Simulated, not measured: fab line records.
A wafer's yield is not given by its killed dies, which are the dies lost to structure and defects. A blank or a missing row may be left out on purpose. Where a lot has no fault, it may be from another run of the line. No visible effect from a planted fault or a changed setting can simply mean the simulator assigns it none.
Matching of chambers	flow n5_finfet	ald_sin-02 running N5_STI_FIN_REVEAL_ALD_00: 4 sister chambers
The step deposits SiO2, target thk 1 nm, pulse time 1 s. 8 wafers are shown with their chamber, then 12 later ones without.

WAFERS WITH THEIR CHAMBER
wafer	chamber	heater_power_w (W)	precursor_pulse_height_rel
L085.5	3	453	0.969
L086.5	2	422	0.998
L087.2	1	447	0.974
L087.3	3	450	0.998
L087.5	0	523	0.996
L088.1	1	458	1.012
L088.3	0	526	1.017
L088.5	2	431	1.002

WAFERS WITH NO CHAMBER GIVEN
wafer	heater_power_w (W)	precursor_pulse_height_rel
L089.1	448	1.000
L089.2	436	1.003
L089.5	459	0.962
L090.1	459	1.005
L090.3	463	1.007
L090.4	439	1.015
L091.1	531	1.039
L091.2	453	0.966
L091.5	422	0.994
L092.1	453	1.013
L092.2	451	1.036
L092.3	431	0.984

CHAMBER TAKEN BY EACH
wafer	from the rows above	in truth
L089.1	can't be placed: 1 or 3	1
L089.2	can't be placed: 2 or 3 or 1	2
L089.5	can't be placed: 3 or 1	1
L090.1	can't be placed: 1 or 3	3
L090.3	can't be placed: 1 or 3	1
L090.4	can't be placed: 2 or 1 or 3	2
L091.1	0	0
L091.2	can't be placed: 3 or 1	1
L091.5	2	2
L092.1	can't be placed: 1 or 3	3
L092.2	can't be placed: 1 or 3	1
L092.3	2	2
Placed correctly: 3 of 12. Can't be placed from these rows: 9 (the true chamber is among the candidates in 9). Placed wrongly: 0.
How it was worked out, from the rows above alone: a wafer's distance from a chamber is the root of the sum, over the readings, of the square of ((its reading less the chamber's mean) divided by the reading's scatter). The wafer belongs to the nearest chamber; if the next one is less than 2 further off, it can't be placed. A chamber's mean is the mean of its shown wafers. How the scatter is found: for the shown wafers, subtract from each reading the mean of its chamber, square and add these, divide the total by (wafers less chambers), then take the root.
